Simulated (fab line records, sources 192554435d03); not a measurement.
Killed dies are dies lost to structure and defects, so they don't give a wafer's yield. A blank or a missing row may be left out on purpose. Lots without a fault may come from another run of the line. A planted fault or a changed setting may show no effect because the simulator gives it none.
fab line records | flow n5_finfet
record lots=8 wafers=23 last_day=17
route steps=1938 shown FIN_SAQP@128 BEOL_M4@1111 PASSIVATION@1936
lots that met no fault: from a run of the same line without faults
start_h: hours from the record's first day to the start of the lot's first wafer shown | wait_h: hours since the lot's step before | " the same as in the row above | L1.1+2: a row that stands for several wafers | - no value, or no start given | * or withheld: withheld | < > ~ a bound
route shown NAME@n: a module of which the file shows steps, and the number in the route of the first | usual: mean/standard deviation of fault-free wafers | same: alike in all rows | chamber/n: place in a boat | sites: the reading at each site | _std_site: their standard deviation | _edge_site: outer sites' mean less inner sites' | radius_mm: how far each site lies from the wafer's centre | mask NAME#n: copy n | behind: the tool/chamber that last shaped the wafer | hold: why the lot was held/for how many hours/how that ended | device: the transistor (n, p or np) that didn't switch | end of line: the same wafers' tests at the end of the route | a step without rows: its recipe alone | killed: dies lost to structure and defects at the first sort, not the wafer's yield | map: a wafer's dies, x killed, . not, _ none there
set.NAME: the setting as run; set.NAME@STEP: as run at that earlier step | model.NAME: the simulator's own value behind a step, which no gauge read
steps of the route over a sample of lots; a table a step, a row a wafer
services: from which hour (start_h, from the record's first day; less than 0 if before it) a tool's chamber was out of use, for how many hours, and why
## steps
# step N5_FIN_SAQP_CD_MEAS_27
# recipe target_cd_nm=20 landing_energy_ev=1000 detector=se_inlens polarity=line
# usual cd_nm=20.36/0.22
# columns lot.wafer tool chamber start_h wait_h cd_nm
L841.2 cd_sem-02 0 24.96 0.1 20.10
L841.3 " 0 " " 20.39
L841.5 " 0 " " 20.68
L854.1 cd_sem-03 0 101.61 0.1 20.00
L854.3 " 0 " " 20.48
L854.6 " 0 " " 20.36
L855.1 cd_sem-02 0 108.46 0.1 20.46
L855.3 " 0 " " 20.38
L855.5 " 0 " " 20.59
L857.1 cd_sem-02 0 120.02 0.1 20.71
L857.2 " 0 " " 20.40
L857.5 " 0 " " 20.28
L859.2 cd_sem-03 0 132.50 0.1 20.68
L859.5 " 0 " " 20.35
L859.6 " 0 " " 20.27
L861.1 cd_sem-02 0 144.81 0.1 20.50
L861.4 " 0 " " 20.53
L861.6 " 0 " " 20.50
L863.1 cd_sem-03 0 157.10 0.1 20.71
L863.3 " 0 " " 20.35
L863.4 " 0 " " 20.35
L864.5 cd_sem-01 0 163.07 0.0 20.37
L864.6 " 0 " " 20.21
# step N5_FIN_SAQP_ETCH_69
# recipe chemistry=N2/H2 target=SOC target_depth_a=1500 stop_on=SiNx ion_energy_ev=100 bias_w=61 pressure_mtorr=30 source_w=850 n2_flow_sccm=200 h2_flow_sccm=200
# usual bias_w=60.98/0.17 drypump_motor_current_A=5.7/0.6 h2_flow_sccm=199.9/0.6 oes_product_au=0.75/0.07 rf_vpp_V=240.7/1.5 showerhead_plenum_p_Torr=2.54/0.093 throttle_valve_pct=17.96/0.28
# columns lot.wafer tool chamber start_h wait_h bias_w drypump_motor_current_A h2_flow_sccm oes_product_au rf_hours_counter_h rf_vpp_V showerhead_plenum_p_Torr throttle_valve_pct
L841.2 rie_diel-04 2 25.74 - 60.87 5.7 199.9 0.70 201 240.1 2.51 17.93
L841.3 " 0 " " 60.62 6.7 199.8 0.78 130 242.2 2.66 17.76
L841.5 " 3 " " 60.91 6.2 201.2 0.82 - 240.5 2.47 18.05
L854.1 rie_diel-04 2 102.33 - 61.05 5.7 199.2 0.67 228 242.0 2.50 17.98
L854.3 " 1 " " 60.82 5.8 199.2 0.71 207 240.9 2.61 18.31
L854.6 " 1 " " 60.58 5.8 199.5 0.71 - 241.3 2.61 18.31
L855.1 rie_diel-06 3 109.28 - 61.25 5.9 198.5 0.82 68 241.9 2.58 17.74
L855.3 " 2 " " 60.81 5.1 200.1 0.82 61 243.8 2.70 17.63
L855.5 " 0 " " 60.96 6.3 200.2 0.70 - 238.5 2.52 18.23
L857.1 rie_diel-04 3 121.12 - 61.26 6.2 200.2 0.78 102 239.5 2.45 18.12
L857.2 " 1 " " 60.99 5.9 199.6 0.70 214 240.6 2.61 18.32
L857.5 " 2 " " 61.33 5.6 200.0 0.66 - 240.1 2.49 17.97
L859.2 rie_diel-05 2 133.58 - 60.84 5.3 200.3 0.88 29 240.8 2.59 17.38
L859.5 " 0 " " 61.23 4.8 199.5 0.69 - 238.6 2.41 18.03
L859.6 " 2 " " 60.82 5.3 200.2 0.87 - 241.6 2.59 17.37
L861.1 rie_diel-04 0 145.61 - 61.09 6.7 200.1 0.74 170 241.8 2.64 17.83
L861.4 " 1 " " 60.75 5.8 200.8 0.71 223 241.6 2.61 18.34
L861.6 " 2 " " 61.22 5.7 200.0 0.66 - 239.7 2.49 18.00
L863.1 rie_diel-05 2 158.24 - 60.76 5.3 199.6 0.86 40 239.8 2.58 17.38
L863.3 " 3 " " 61.33 6.4 199.8 0.97 2 241.6 2.62 17.68
L863.4 " 1 " " 61.20 5.3 200.6 0.68 246 238.6 2.40 18.32
L864.5 rie_diel-04 3 163.87 - 60.81 6.2 200.7 0.76 - 238.9 2.45 18.14
L864.6 " 0 " " 61.19 6.7 200.5 0.75 - 241.5 2.64 17.85
# step N5_FIN_SAQP_STRIP_70
# recipe chemistry=N2/H2 power_w=500 temp_c=40 pressure_mtorr=50 rf_frequency_hz=6e+07 overash_fraction=0.3 bias_power_w=28 h2_frac=0.5 n2_flow_sccm=300 h2_flow_sccm=300
# usual bias_power_w=28.00/0.088 drypump_motor_current_A=5.7/0.6 h2_flow_sccm=300.0/0.83 oes_product_au=0.75/0.078 power_w=500.2/1.5 rf_vpp_V=121.8/1 showerhead_plenum_p_Torr=3.36/0.12 temp_c=39.98/0.1 throttle_valve_pct=19.1/0.35
# columns lot.wafer tool chamber start_h wait_h bias_power_w drypump_motor_current_A h2_flow_sccm oes_product_au power_w rf_hours_counter_h rf_vpp_V showerhead_plenum_p_Torr temp_c throttle_valve_pct
L841.2 rie_diel-04 2 25.84 0.0 27.97 5.7 301.3 0.70 496.2 201 121.9 3.32 40.00 19.0
L841.3 " 0 " " 27.84 6.7 300.0 0.78 499.1 130 122.8 3.51 39.86 19.0
L841.5 " 3 " " 27.89 6.3 299.9 0.84 503.2 - 121.2 3.26 39.99 19.6
L854.1 rie_diel-04 2 102.43 0.0 28.00 5.6 299.6 0.69 501.1 228 120.7 3.30 39.90 19.0
L854.3 " 1 " " 27.97 5.9 301.2 0.71 500.4 207 124.6 3.45 40.20 19.3
L854.6 " 1 " " 28.02 5.9 300.5 0.72 500.8 - 122.2 3.45 39.87 19.3
L855.1 rie_diel-06 3 109.38 0.0 27.89 5.9 298.5 0.85 501.6 68 122.9 3.41 39.96 18.8
L855.3 " 2 " " 27.94 5.1 300.7 0.82 499.3 61 123.1 3.56 40.01 19.1
L855.5 " 0 " " 28.06 6.2 300.2 0.70 499.2 - 121.8 3.33 40.32 19.1
L857.1 rie_diel-04 3 121.22 0.0 27.96 6.2 299.5 0.79 501.3 102 121.3 3.25 39.85 19.6
L857.2 " 1 " " 27.84 5.9 298.3 0.70 499.1 214 122.0 3.45 39.87 19.3
L857.5 " 2 " " 28.02 5.7 300.6 0.67 500.5 - 122.0 3.30 40.02 19.0
L859.2 rie_diel-05 2 133.68 0.0 28.11 5.3 298.4 0.90 501.4 29 122.0 3.41 39.98 18.3
L859.5 " 0 " " 28.06 4.8 299.7 0.67 499.9 - 121.5 3.19 40.05 19.1
L859.6 " 2 " " 28.14 5.3 300.9 0.90 502.1 - 122.7 3.41 39.98 18.3
L861.1 rie_diel-04 0 145.71 0.0 27.95 6.7 300.5 0.74 499.9 170 123.1 3.49 39.92 19.1
L861.4 " 1 " " 28.02 5.9 300.2 0.70 498.8 223 123.0 3.44 39.98 19.3
L861.6 " 2 " " 28.00 5.7 301.1 0.67 501.1 - 121.5 3.29 39.99 19.0
L863.1 rie_diel-05 2 158.34 0.0 28.05 5.3 300.4 0.88 498.2 40 122.4 3.41 39.96 18.3
L863.3 " 3 " " 27.97 6.3 298.0 0.98 501.0 2 122.1 3.45 40.11 18.7
L863.4 " 1 " " 27.96 5.3 300.3 0.67 499.1 246 118.5 3.18 39.76 19.6
L864.5 rie_diel-04 3 163.96 0.0 28.08 6.2 299.8 0.77 501.4 - 121.5 3.24 39.96 19.7
L864.6 " 0 " " 27.92 6.7 299.1 0.73 500.1 - 123.3 3.48 40.02 19.1
# step N5_FIN_SAQP_SPACER2_ETCHBACK_29
# recipe chemistry=CHF3/O2 mode=anisotropic_etchback target=SiO2 target_depth_a=122 time_s=6.1 pressure_mtorr=30 source_w=650 bias_w=170 Ar_flow_sccm=200 CHF3_flow_sccm=50 O2_flow_sccm=5 ion_energy_ev=200
# usual CHF3_flow_sccm=49.99/0.14 O2_flow_sccm=5.001/0.016 bias_w=170.0/0.46 drypump_motor_current_A=5.7/0.59 oes_product_au=0.76/0.074 rf_vpp_V=531/14 showerhead_plenum_p_Torr=2.41/0.084 throttle_valve_pct=19.0/0.31
# columns lot.wafer tool chamber start_h wait_h CHF3_flow_sccm O2_flow_sccm bias_w drypump_motor_current_A oes_product_au rf_hours_counter_h rf_vpp_V showerhead_plenum_p_Torr throttle_valve_pct
L841.2 rie_diel-05 1 26.38 0.2 50.11 4.961 169.8 5.3 0.71 194 526 2.29 19.2
L841.3 " 2 " " 50.06 5.029 170.0 5.3 0.67 247 520 2.43 18.6
L841.5 " 1 " " 50.15 4.971 169.6 5.3 0.71 - 527 2.29 19.2
L854.1 rie_diel-06 2 103.37 0.3 - - - - - - - - -
L854.3 " 0 " " - - - - - - - - -
L854.6 " 1 " " - - - - - - - - -
L855.1 rie_diel-05 3 109.91 0.2 - - - - - - - - -
L855.3 " 2 " " - - - - - - - - -
L855.5 " 3 " " - - - - - - - - -
L857.1 rie_diel-05 3 121.83 0.3 49.93 5.012 169.9 6.3 0.70 246 541 2.46 19.1
L857.2 " 0 " " 50.04 5.002 169.5 4.8 0.70 220 528 2.30 19.2
L857.5 " 1 " " 50.08 5.017 170.2 5.3 0.69 - 526 2.27 19.3
L859.2 rie_diel-06 0 134.21 0.2 49.85 5.021 171.0 6.2 0.69 228 513 2.37 19.3
L859.5 " 2 " " 50.15 5.020 170.6 5.1 0.80 - 541 2.56 18.7
L859.6 " 3 " " 50.26 5.000 169.4 5.9 0.82 - 546 2.43 18.8
L861.1 rie_diel-06 3 146.29 0.2 50.02 4.990 169.3 5.9 0.81 83 548 2.43 18.8
L861.4 " 2 " " 49.84 5.005 170.0 5.1 0.80 76 540 2.56 18.7
L861.6 " 3 " " 50.17 4.990 169.2 5.9 0.81 - 548 2.43 18.8
L863.1 rie_diel-05 3 159.91 0.2 50.09 5.009 169.1 6.3 0.99 2 542 2.46 18.7
L863.3 " 2 " " 49.81 5.038 169.5 5.3 0.87 41 519 2.42 18.4
L863.4 " 1 " " 49.90 5.003 169.7 5.3 0.68 246 525 2.27 19.3
L864.5 rie_diel-06 2 164.53 0.1 49.85 5.005 169.7 5.1 0.80 - 540 2.56 18.7
L864.6 " 3 " " 50.18 4.996 169.4 5.9 0.80 - 548 2.43 18.9
# step N5_FIN_SAQP_MANDREL2_REMOVE_60
# recipe chemistry=HBr/Cl2/O2 bt_time_s=10 target=a-Si stop_on=SiNx endpoint=OES-SiCl over_etch_frac=1 icp_w=600 bias_w=22 HBr_flow_sccm=150 Cl2_flow_sccm=80 O2_flow_sccm=5 pressure_mtorr=10
# usual bias_w=22.00/0.066 drypump_motor_current_A=5.6/0.32 oes_product_au=0.997/0.016 throttle_valve_pct=36.7/0.4
# columns lot.wafer tool chamber start_h wait_h bias_w drypump_motor_current_A oes_product_au rf_hours_counter_h throttle_valve_pct
L841.2 rie_si-03 0 26.47 0.1 22.02 5.3 0.988 186 37.1
L841.3 " 2 " " 21.96 5.8 1.000 18 36.7
L841.5 " 3 " " 22.05 5.2 0.977 - 36.4
L854.1 rie_si-05 2 103.46 0.1 22.00 5.6 0.380 146 36.0
L854.3 " 0 " " 22.09 5.9 0.377 89 37.1
L854.6 " 0 " " 22.05 5.9 0.378 - 37.1
L855.1 rie_si-05 1 109.99 0.1 21.89 5.5 0.380 82 37.2
L855.3 " 2 " " 22.03 5.6 0.375 146 36.1
L855.5 " 0 " " 21.93 5.9 0.367 - 37.1
L857.1 rie_si-03 0 121.92 0.1 21.98 5.3 0.989 188 37.2
L857.2 " 1 " " 21.85 6.0 1.003 115 36.9
L857.5 " 0 " " 22.10 5.3 0.988 - 37.2
L859.2 rie_si-05 0 134.30 0.1 22.05 5.9 1.009 90 37.1
L859.5 " 0 " " 22.05 6.0 1.009 - 37.1
L859.6 " 1 " " 21.88 5.5 0.989 - 37.2
L861.1 rie_si-05 3 146.38 0.1 22.01 5.3 0.958 108 36.5
L861.4 " 1 " " 21.94 5.6 0.977 83 37.2
L861.6 " 2 " " 22.00 5.6 0.990 - 36.1
L863.1 rie_si-05 0 160.00 0.1 21.97 6.0 1.028 90 37.1
L863.3 " 1 " " 21.92 5.6 0.986 83 37.2
L863.4 " 3 " " 22.11 5.3 0.972 108 36.6
L864.5 rie_si-03 0 164.63 0.1 22.04 5.3 0.991 - 37.2
L864.6 " 1 " " 22.04 6.0 0.994 - 36.9
# step N5_FIN_SAQP_CD_MEAS_31
# recipe target_cd_nm=8 landing_energy_ev=1000 detector=se_inlens polarity=line
# usual cd_nm=8.17/0.22
# columns lot.wafer tool chamber start_h wait_h cd_nm
L841.2 cd_sem-02 0 26.58 0.1 8.50
L841.3 " 0 " " 7.89
L841.5 " 0 " " 8.62
L854.1 cd_sem-01 0 103.57 0.1 -
L854.3 " 0 " " -
L854.6 " 0 " " -
L855.1 cd_sem-02 0 110.10 0.1 -
L855.3 " 0 " " -
L855.5 " 0 " " -
L857.1 cd_sem-03 0 122.03 0.1 8.05
L857.2 " 0 " " 8.54
L857.5 " 0 " " 8.25
L859.2 cd_sem-02 0 134.41 0.1 7.97
L859.5 " 0 " " 7.72
L859.6 " 0 " " 8.43
L861.1 cd_sem-02 0 146.49 0.1 8.64
L861.4 " 0 " " 8.12
L861.6 " 0 " " 8.27
L863.1 cd_sem-02 0 160.11 0.1 7.49
L863.3 " 0 " " 8.22
L863.4 " 0 " " 8.37
L864.5 cd_sem-01 0 164.71 0.0 8.25
L864.6 " 0 " " 8.15
# step N5_BEOL_M4_RC_MEAS_101
# usual DIBL_N=36.8/2.2 DIBL_P=37.0/2.8 IOFF_N=0.18/0.043 IOFF_P=0.23/0.05 ION_N=680/14 ION_P=466/9.1 SS_N=71.7/0.74 SS_P=73.5/0.79 VT_N=248/4 VT_P=-249/4.1
# columns lot.wafer tool chamber start_h wait_h DIBL_N[mV/V] DIBL_P[mV/V] IOFF_N[nA/um] IOFF_P[nA/um] ION_N[uA/um] ION_P[uA/um] SS_N[mV/dec] SS_P[mV/dec] VT_N[mV] VT_P[mV]
L841.2 prober-01 0 177.38 0.2 34.7 35.3 0.13 0.19 665 459 71.2 73.2 251 -253
L841.3 " 0 " " 33.8 35.0 0.13 0.19 687 467 71.0 73.7 249 -251
L841.5 " 0 " " 37.8 38.8 0.20 0.25 689 467 71.7 74.1 246 -249
L857.1 prober-02 0 255.22 0.0 38.0 35.6 0.16 0.18 675 453 71.6 73.2 249 -254
L857.2 " 0 " " 38.0 37.6 0.18 0.21 678 454 72.3 73.6 249 -251
L857.5 " 0 " " 34.9 31.6 0.12 0.13 662 448 71.6 72.1 254 -256
L859.2 prober-02 0 284.80 0.2 34.6 34.2 0.13 0.19 664 457 70.7 73.0 252 -251
L859.5 " 0 " " 30.4 29.0 0.08 0.12 636 441 69.9 71.5 259 -257
L859.6 " 0 " " 39.2 40.9 0.25 0.31 695 474 71.6 74.1 242 -244
L861.1 prober-02 0 293.41 0.0 38.8 40.2 0.22 0.29 696 472 72.0 74.7 247 -244
L861.4 " 0 " " 37.5 39.5 0.20 0.29 696 480 72.4 74.3 245 -244
L861.6 " 0 " " 37.8 38.9 0.18 0.25 679 466 72.2 74.3 249 -245
L863.1 prober-01 0 298.57 0.0 33.4 34.3 0.12 0.17 671 460 70.6 73.1 256 -255
L863.3 " 0 " " 37.3 39.2 0.20 0.25 687 468 71.6 73.7 246 -250
L863.4 " 0 " " 35.5 37.2 0.15 0.22 670 466 71.4 73.1 251 -250
L864.5 prober-02 0 299.52 0.6 36.7 37.9 0.20 0.26 686 474 72.2 73.6 243 -244
L864.6 " 0 " " 37.7 40.2 0.22 0.31 701 487 72.3 74.8 242 -241
# step N5_PASSIVATION_PROBE_49
# usual defect_limited_yield=91.4/1.5 killed_at_M0_to_M3=36/11 killed_at_M4_up=14/6 killed_at_contacts=11/6 killed_at_front_end=37/11 killed_at_other=4/3.4 killed_dies=102/18 killed_on_rim=13/3.5 killed_open=66/13 killed_short=34/7.8 sort_bin_5_function=5.0/0.97 sort_bin_6_memory=3.2/0.7 sort_bin_8_speed=0.0/0.38 sort_n_pass=1078/19 sort_yield_pct=91.3/1.6
# same gross_dies=1180 killed_at_back_side=0 sort_bin_4_leakage[%]=0
# columns lot.wafer tool chamber start_h wait_h defect_limited_yield[%] killed_at_M0_to_M3 killed_at_M4_up killed_at_contacts killed_at_front_end killed_at_other killed_dies killed_on_rim killed_open killed_short sort_bin_5_function[%] sort_bin_6_memory[%] sort_bin_8_speed[%] sort_n_pass sort_yield_pct[%]
L854.1 prober-02 - 349.82 0.9 0 39 13 4 1123 1 1180 152 52 35 96.4 3.1 0 0 0
L854.3 prober-02 - 349.92 1.0 0 35 12 21 1110 2 1180 152 68 43 96.0 3.6 0 0 0
L854.6 prober-02 - 350.07 1.1 0 46 28 7 1097 2 1180 152 86 41 95.7 4.1 0 0 0
L855.1 prober-02 - 359.21 0.5 0 56 22 26 1076 0 1180 152 88 35 95.7 4.0 0 0 0
L855.3 prober-02 - 359.31 0.6 0 22 31 7 1116 4 1180 152 66 25 96.3 3.5 0 0 0
L855.5 prober-02 - 359.41 0.7 0 31 24 8 1116 1 1180 152 59 33 97.2 2.5 0 0 0
# killed by level:class
L854.1 FIN_SAQP:area_etchback=1092 BEOL_M0_SAQP:geometric_particle:open=13 BEOL_M0_SAQP:geometric_particle:short=8 FIN_SAQP:geometric_particle:short=6 STI_FIN_REVEAL:geometric_particle:open=6 GATE_CUT:geometric_particle:short=6 BEOL_M1:geometric_particle:open=6 BEOL_M3:geometric_particle:open=5
L854.3 FIN_SAQP:area_etchback=1069 MOL_CONTACT_COAG:geometric_particle:open=14 FIN_SAQP:geometric_particle:short=13 BEOL_M0_SAQP:geometric_particle:open=13 STI_FIN_REVEAL:geometric_particle:open=8 MOL_CONTACT_COAG:geometric_particle:short=7 BEOL_M4:geometric_particle:open=7 BEOL_M0_SAQP:geometric_particle:short=6
L854.6 FIN_SAQP:area_etchback=1053 BEOL_M4:geometric_particle:open=19 BEOL_M0_SAQP:geometric_particle:short=12 STI_FIN_REVEAL:geometric_particle:open=11 FIN_SAQP:geometric_particle:open=10 BEOL_M1:geometric_particle:open=8 BEOL_M0_SAQP:geometric_particle:open=7 BEOL_M2:geometric_particle:open=7
L855.1 FIN_SAQP:area_etchback=1057 MOL_CONTACT_COAG:geometric_particle:open=24 BEOL_M0_SAQP:geometric_particle:short=15 BEOL_M0_SAQP:geometric_particle:open=14 BEOL_M2:geometric_particle:open=13 BEOL_M4:geometric_particle:open=10 BEOL_M1:geometric_particle:open=6 BEOL_M5:geometric_particle:open=5
L855.3 FIN_SAQP:area_etchback=1088 BEOL_M4:geometric_particle:open=14 BEOL_M0_SAQP:geometric_particle:open=8 STI_FIN_REVEAL:geometric_particle:open=7 BEOL_M0_SAQP:geometric_particle:short=7 GATE_CUT:geometric_particle:short=6 MOL_CONTACT_COAG:geometric_particle:open=6 BEOL_M5:geometric_particle:open=5
L855.5 FIN_SAQP:area_etchback=1088 BEOL_M0_SAQP:geometric_particle:open=9 BEOL_M4:geometric_particle:open=9 MOL_CONTACT_COAG:geometric_particle:open=7 GATE_CUT:geometric_particle:short=6 BEOL_M3:geometric_particle:open=5 BEOL_M0_SAQP:geometric_particle:short=5 BEOL_M2:geometric_particle:open=5
## services
# columns tool chamber start_h hours kind
rie_diel-06 - 5.10 1.6 repair
rie_si-05 2 10.97 10.2 repair
rie_si-03 - 11.40 1.4 repair
rie_diel-05 2 36.85 - clean
rie_diel-05 2 36.85 - consumable_replace:focus_ring
rie_diel-05 2 36.85 17.0 scheduled_down
rie_diel-05 2 36.85 17.0 vent_cycle
rie_si-03 1 51.92 2.9 repair
rie_diel-05 - 61.60 0.2 repair
rie_si-05 - 64.11 0.3 repair
rie_si-05 - 69.10 0.4 repair
rie_si-05 0 88.62 8.0 repair
rie_si-03 2 99.67 9.3 repair
rie_diel-05 3 133.54 - clean
rie_diel-05 3 133.54 - consumable_replace:focus_ring
rie_diel-05 3 133.54 18.2 scheduled_down
rie_diel-05 3 133.54 18.2 vent_cycle
rie_diel-04 0 138.65 5.3 repair
rie_diel-06 0 147.08 5.7 repair
rie_diel-04 2 159.67 - clean
rie_diel-04 2 159.67 - consumable_replace:focus_ring
rie_diel-04 2 159.67 21.8 scheduled_down
rie_diel-04 2 159.67 21.8 vent_cycle
## key
first_sign step=N5_FIN_SAQP_SPACER2_ETCHBACK_29 reading=tool_record direction=missing
effect step=N5_FIN_SAQP_MANDREL2_REMOVE_60 reading=oes_product_au direction=down sigmas=38 usual=0.997 struck=0.376
effect step=N5_FIN_SAQP_CD_MEAS_31 reading=cd_nm direction=missing
effect step=N5_PASSIVATION_PROBE_49 reading=sort_bin_5_function direction=up sigmas=94 usual=5.0 struck=96.2
more_kills_born_at N5_FIN_SAQP_SPACER2_ETCHBACK_29@rie_diel-06=3214 N5_FIN_SAQP_SPACER2_ETCHBACK_29@rie_diel-05=3209
met_at N5_FIN_SAQP_SPACER2_ETCHBACK_29
struck_lots L854,L855
later_rows_left_out L854.1,L854.3,L854.6,L855.1,L855.3,L855.5
not_acting_at N5_FIN_SAQP_CD_MEAS_27,N5_FIN_SAQP_ETCH_69,N5_FIN_SAQP_STRIP_70
onset_between 26.38 103.37
fault kind=skipped_step_whole tool=rie_diel-05,rie_diel-06 chamber=- onset_h=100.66 steps=N5_FIN_SAQP_SPACER2_ETCHBACK_29 scope=struck_lots_only
# later_rows_left_out: the simulator's readings of these wafers behind a module that went badly wrong aren't trusted and aren't shown, but for the sort
